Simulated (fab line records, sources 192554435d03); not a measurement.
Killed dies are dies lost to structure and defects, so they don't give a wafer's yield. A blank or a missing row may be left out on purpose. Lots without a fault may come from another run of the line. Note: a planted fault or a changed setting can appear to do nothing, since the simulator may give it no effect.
The tool behind it: which one?	flow n5Finfet	24 lots with 72 wafers sampled at 6 steps, on a route of 1938 steps

WHAT THE GAUGES READ, wafer by wafer
N5_BEOL_M9_CD_MEAS_28: the cd target is 70 nm.
lot	measured	on	cdNm (nm)
L075	day 9 17:28	cdSem-01	69.97 70.11 69.94
L074	day 9 18:56	cdSem-03	70.26 69.85 70.30
L076	day 10 01:53	cdSem-03	69.79 70.35 70.43
L077	day 10 11:09	cdSem-01	70.20 70.14 69.49
L078	day 10 14:43	cdSem-01	69.80 69.87 69.93
L079	day 11 00:26	cdSem-03	69.93 69.98 70.19
L080	day 11 08:38	cdSem-02	69.77 69.24 70.12
L082	day 11 18:56	cdSem-03	70.13 70.08 69.99
L081	day 11 18:55	cdSem-02	70.07 69.72 69.63
L084	day 12 05:39	cdSem-01	69.82 70.08 69.76
L083	day 12 05:41	cdSem-03	70.23 70.27 70.30
L085	day 12 05:44	cdSem-01	69.83 69.62 70.09
L087	day 13 08:33	cdSem-01	70.33 70.05 70.40
L086	day 13 14:26	cdSem-03	69.90 70.09 69.95
L088	day 13 15:45	cdSem-03	69.86 70.15 69.76
L089	day 14 03:46	cdSem-03	69.93 70.04 69.87
L090	day 14 11:15	cdSem-01	70.19 69.98 70.12
L093	day 14 11:13	cdSem-01	70.03 70.38 70.06
L091	day 14 11:17	cdSem-03	70.49 70.41 70.22
L092	day 14 17:53	cdSem-03	69.88 69.62 70.13
L095	day 15 09:11	cdSem-03	70.08 69.87 70.19
L094	day 15 19:16	cdSem-01	69.72 69.83 70.00
L097	day 16 01:01	cdSem-02	70.56 70.65 70.28
L096	day 16 09:24	cdSem-03	70.26 70.08 69.91

N5_BEOL_M9_INSPECT_58: inspects for defects (darkfield).
lot	measured	on	rawDefectCount
L075	day 9 21:41	defectInspect-02	60 50 78
L074	day 9 22:08	defectInspect-01	83 66 53
L076	day 10 04:56	defectInspect-02	39 40 33
L077	day 10 14:15	defectInspect-01	40 57 51
L078	day 10 18:39	defectInspect-01	84 55 47
L079	day 11 03:49	defectInspect-02	49 68 59
L080	day 11 12:08	defectInspect-02	84 67 60
L082	day 11 23:23	defectInspect-01	74 82 80
L081	day 11 23:31	defectInspect-02	51 69 68
L084	day 12 08:39	defectInspect-02	46 33 44
L083	day 12 09:11	defectInspect-01	47 38 53
L085	day 12 10:00	defectInspect-01	115 45 54
L087	day 13 12:26	defectInspect-01	69 77 85
L086	day 13 18:26	defectInspect-02	46 64 67
L088	day 13 19:41	defectInspect-01	68 57 60
L089	day 14 08:16	defectInspect-01	124 77 87
L090	day 14 14:49	defectInspect-01	126 62 66
L093	day 14 14:34	defectInspect-01	77 61 96
L091	day 14 15:37	defectInspect-01	97 55 75
L092	day 14 22:17	defectInspect-01	53 74 69
L095	day 15 13:16	defectInspect-01	63 42 49
L094	day 15 22:30	defectInspect-01	116 81 83
L097	day 16 04:22	defectInspect-01	62 46 50
L096	day 16 14:11	defectInspect-01	64 122 83

EACH LOT AND THE TOOL THAT RAN IT (in order: tool; ch and the chambers of the sampled wafers; start)
lot	N5_BEOL_M8_SURFACE_TREAT_79	N5_BEOL_M9_CURE_71	N5_BEOL_M9_DESCUM_16	N5_BEOL_M9_STRIP_19
L075	pvdSputter-01, day 9 12:34	uvCure-01 ch 1, day 9 13:53	rieDiel-06 ch 1,2,3, day 9 16:08	rieDiel-03 ch 0,2, day 9 16:39
L074	pvdSputter-03, day 9 12:47	uvCure-01 ch 1, day 9 14:26	rieDiel-01 ch 0,1,3, day 9 16:50	rieDiel-06 ch 0,1,3, day 9 17:15
L076	pvdSputter-01, day 9 20:28	uvCure-03 ch 0, day 9 22:05	rieDiel-03 ch 0,1, day 10 01:03	rieDiel-01 ch 0,1,2, day 10 01:31
L077	pvdSputter-03, day 10 06:22	uvCure-03 ch 1, day 10 07:53	rieDiel-06 ch 0,3, day 10 08:52	rieDiel-01 ch 2,3, day 10 09:15
L078	pvdSputter-03, day 10 08:05	uvCure-01 ch 0, day 10 09:55	rieDiel-01 ch 0,2, day 10 11:59	rieDiel-01 ch 2,3, day 10 12:22
L079	pvdSputter-01, day 10 18:19	uvCure-01 ch 0, day 10 19:49	rieDiel-01 ch 0,3, day 10 21:42	rieDiel-03 ch 0,2,3, day 10 22:05
L080	pvdSputter-01, day 11 04:23	uvCure-01 ch 2, day 11 05:56	rieDiel-01 ch 1,2, day 11 07:43	rieDiel-06 ch 0,1,2, day 11 08:13
L082	pvdSputter-03, day 11 10:44	uvCure-01 ch 1, day 11 13:16	rieDiel-06 ch 0,1,3, day 11 14:55	rieDiel-06 ch 0,2,3, day 11 15:18
L081	pvdSputter-02, day 11 10:50	uvCure-02 ch 0, day 11 13:43	rieDiel-03 ch 1,2,3, day 11 15:05	rieDiel-03 ch 0,2,3, day 11 15:28
L084	pvdSputter-02, day 11 22:16	uvCure-02 ch 2, day 12 01:35	rieDiel-06 ch 0,2, day 12 04:05	rieDiel-01 ch 0,2, day 12 04:34
L083	pvdSputter-02, day 11 22:25	uvCure-03 ch 1, day 12 01:02	rieDiel-01 ch 0,1,3, day 12 04:05	rieDiel-01 ch 0,2,3, day 12 04:38
L085	pvdSputter-01, day 11 22:46	uvCure-03 ch 0, day 12 02:10	rieDiel-03 ch 0,3, day 12 04:24	rieDiel-03 ch 0,3, day 12 04:47
L087	pvdSputter-01, day 13 00:17	uvCure-01 ch 0, day 13 04:46	rieDiel-03 ch 1,3, day 13 07:39	rieDiel-03 ch 0,1, day 13 08:08
L086	pvdSputter-01, day 13 09:47	uvCure-02 ch 0, day 13 11:10	rieDiel-01 ch 0,2,3, day 13 13:30	rieDiel-06 ch 0,1,3, day 13 13:56
L088	pvdSputter-02, day 13 10:30	uvCure-02 ch 0, day 13 12:17	rieDiel-06 ch 0,1,2, day 13 14:46	rieDiel-03 ch 0,2,3, day 13 15:10
L089	pvdSputter-01, day 13 22:07	uvCure-01 ch 2, day 14 01:29	rieDiel-03 ch 0,1, day 14 02:53	rieDiel-01 ch 1,2, day 14 03:22
L090	pvdSputter-01, day 14 04:08	uvCure-02 ch 2, day 14 05:37	rieDiel-06 ch 0,2, day 14 08:41	rieDiel-06 ch 0,2, day 14 09:04
L093	pvdSputter-01, day 14 04:11	uvCure-03 ch 2, day 14 05:50	rieDiel-01 ch 1,2, day 14 08:31	rieDiel-03 ch 0,3, day 14 08:55
L091	pvdSputter-02, day 14 05:13	uvCure-03 ch 1, day 14 06:46	rieDiel-01 ch 1,2, day 14 08:51	rieDiel-03 ch 2,3, day 14 09:14
L092	pvdSputter-03, day 14 13:38	uvCure-03 ch 0, day 14 15:16	rieDiel-01 ch 0,1,3, day 14 17:06	rieDiel-01 ch 0,1,2, day 14 17:29
L095	pvdSputter-03, day 15 03:18	uvCure-01 ch 0, day 15 04:48	rieDiel-03 ch 1,2, day 15 06:16	rieDiel-03 ch 0,1,2, day 15 06:39
L094	pvdSputter-03, day 15 11:15	uvCure-03 ch 2, day 15 13:47	rieDiel-06 ch 0,2,3, day 15 16:59	rieDiel-01 ch 0,2,3, day 15 17:26
L097	pvdSputter-03, day 15 16:59	uvCure-02 ch 2, day 15 18:20	rieDiel-03 ch 1,2, day 15 20:55	rieDiel-01 ch 0,2, day 15 21:19
L096	pvdSputter-01, day 16 03:09	uvCure-01 ch 1, day 16 04:40	rieDiel-06 ch 2,3, day 16 07:45	rieDiel-06 ch 0,2,3, day 16 08:11
- N5_BEOL_M8_SURFACE_TREAT_79
- N5_BEOL_M9_CURE_71: cures SiCOH lowk, time 240 s.
- N5_BEOL_M9_DESCUM_16: chemistry O2, time 7.9 s.
- N5_BEOL_M9_STRIP_19: strips in O2.

AS READ BY THE TOOLS THEMSELVES (means over the sampled wafers that have a number; for cases with no such wafer, the mark the record gives instead)
N5_BEOL_M9_CURE_71.
lot	tool	lampPowerPct (%)	wafer_temp_C_max
L075	uvCure-01	52.33	387.3
L074	uvCure-01	52.34	388.0
L076	uvCure-03	52.34	386.0
L077	uvCure-03	52.33	386.3
L078	uvCure-01	52.32	387.0
L079	uvCure-01	52.34	387.5
L080	uvCure-01	52.28	386.9
L082	uvCure-01	52.28	387.5
L081	uvCure-02	52.33	385.4
L084	uvCure-02	52.31	386.7
L083	uvCure-03	52.34	385.9
L085	uvCure-03	52.29	385.9
L087	uvCure-01	52.34	387.2
L086	uvCure-02	52.32	386.1
L088	uvCure-02	52.36	385.9
L089	uvCure-01	52.28	386.8
L090	uvCure-02	52.29	386.8
L093	uvCure-03	52.33	387.4
L091	uvCure-03	52.30	386.2
L092	uvCure-03	52.28	386.0
L095	uvCure-01	52.33	387.5
L094	uvCure-03	52.27	387.7
L097	uvCure-02	52.26	386.8
L096	uvCure-01	52.29	387.1

N5_BEOL_M9_DESCUM_16.
lot	tool	drypumpMotorCurrentA (A)	o2FlowSccm (sccm)	oesProductAu (a.u.)	rfVppV (V)	showerheadPlenumPTorr (Torr)	throttleValvePct (%)
L075	rieDiel-06	5.2	224.7	0.80	243.7	2.11	20.26
L074	rieDiel-01	5.3	225.1	0.73	244.2	2.08	20.61
L076	rieDiel-03	5.9	225.3	0.93	243.2	2.15	20.18
L077	rieDiel-06	5.9	225.3	0.77	243.9	2.12	20.42
L078	rieDiel-01	5.5	224.7	0.76	244.4	2.09	20.62
L079	rieDiel-01	5.4	223.8	0.74	242.4	2.06	20.77
L080	rieDiel-01	5.6	225.2	0.75	243.2	2.11	20.33
L082	rieDiel-06	5.7	225.0	0.74	243.6	2.08	20.47
L081	rieDiel-03	5.9	225.5	0.83	243.8	2.12	20.46
L084	rieDiel-06	5.8	225.2	0.78	242.0	2.01	20.40
L083	rieDiel-01	5.3	225.7	0.72	242.9	2.08	20.62
L085	rieDiel-03	6.1	224.9	0.86	244.5	2.16	20.34
L087	rieDiel-03	5.5	225.4	0.74	244.1	2.16	20.63
L086	rieDiel-01	5.7	224.9	0.75	242.6	2.05	20.62
L088	rieDiel-06	5.4	225.6	0.76	242.1	2.03	20.39
L089	rieDiel-03	6.2	225.9	0.89	243.7	2.14	20.18
L090	rieDiel-06	5.4	224.6	0.81	242.2	2.02	20.23
L093	rieDiel-01	5.2	225.4	0.71	244.8	2.11	20.36
L091	rieDiel-01	5.2	225.5	0.71	243.5	2.11	20.36
L092	rieDiel-01	5.3	224.9	0.70	242.9	2.07	20.65
L095	rieDiel-03	6.0	224.8	0.86	242.4	2.10	20.33
L094	rieDiel-06	5.6	225.2	0.76	242.7	2.06	20.36
L097	rieDiel-03	6.3	225.1	0.86	243.0	2.08	20.38
L096	rieDiel-06	5.2	225.3	0.80	242.7	2.08	20.17

N5_BEOL_M9_STRIP_19.
lot	tool	drypumpMotorCurrentA (A)	o2FlowSccm (sccm)	oesProductAu (a.u.)	rfVppV (V)	showerheadPlenumPTorr (Torr)	throttleValvePct (%)
L075	rieDiel-03	6.5	224.3	0.90	3.3	2.13	16.51
L074	rieDiel-06	5.7	225.5	0.75	3.4	2.09	16.75
L076	rieDiel-01	5.3	225.3	0.74	3.7	2.11	16.74
L077	rieDiel-01	5.9	225.1	0.75	3.4	2.04	16.81
L078	rieDiel-01	6.0	224.6	0.77	4.1	2.06	16.70
L079	rieDiel-03	6.2	225.0	0.88	3.8	2.14	16.63
L080	rieDiel-06	5.4	225.3	0.77	3.9	2.04	16.66
L082	rieDiel-06	5.6	225.5	0.80	4.0	2.08	16.59
L081	rieDiel-03	6.2	225.2	0.86	3.6	2.14	16.65
L084	rieDiel-01	5.5	224.6	0.76	3.5	2.09	16.86
L083	rieDiel-01	5.7	224.4	0.75	3.2	2.06	16.85
L085	rieDiel-03	5.8	225.0	0.76	3.5	2.17	16.80
L087	rieDiel-03	6.2	225.1	0.90	3.4	2.14	16.38
L086	rieDiel-06	5.7	225.1	0.73	3.1	2.08	16.79
L088	rieDiel-03	6.2	225.5	0.83	3.8	2.13	16.66
L089	rieDiel-01	5.6	224.9	0.73	3.5	2.10	16.65
L090	rieDiel-06	5.4	224.9	0.81	3.1	2.02	16.50
L093	rieDiel-03	6.1	224.7	0.94	4.0	2.16	16.43
L091	rieDiel-03	6.2	225.7	0.93	3.6	2.10	16.62
L092	rieDiel-01	5.4	225.4	0.73	4.0	2.10	16.78
L095	rieDiel-03	6.3	225.3	0.87	2.7	2.11	16.49
L094	rieDiel-01	5.7	225.3	0.73	4.1	2.05	16.90
L097	rieDiel-01	5.7	224.7	0.74	3.6	2.08	16.78
L096	rieDiel-06	5.7	225.3	0.76	3.4	2.06	16.64

THE ANSWER, worked out from the rows above alone
Rule: what is usual is taken from the lots themselves. The widest of any qualifying gaps counts: lots, ordered by their means at a reading, are off when they make up no more than a third of the lots, leave a main group of 4 or more, and stand apart from it by 3 or more times the standard deviation of that group's means. A main group whose means are all the same, to the digits that the tables above print for the reading, isn't used. A lot without any number at a reading at which 4 lots or more have one is off too. Any other lot the step has rows for is counted as sound. First the gauges in route order, then the tools' own readings, where a lot's mean is used as printed above. The first step at which some lot is off is used, and at that step the reading that is off furthest; a lot without a number counts as furthest.
None of the lots is off at any reading shown; this tells nothing.

WHAT THE SIMULATOR HAD INSERTED
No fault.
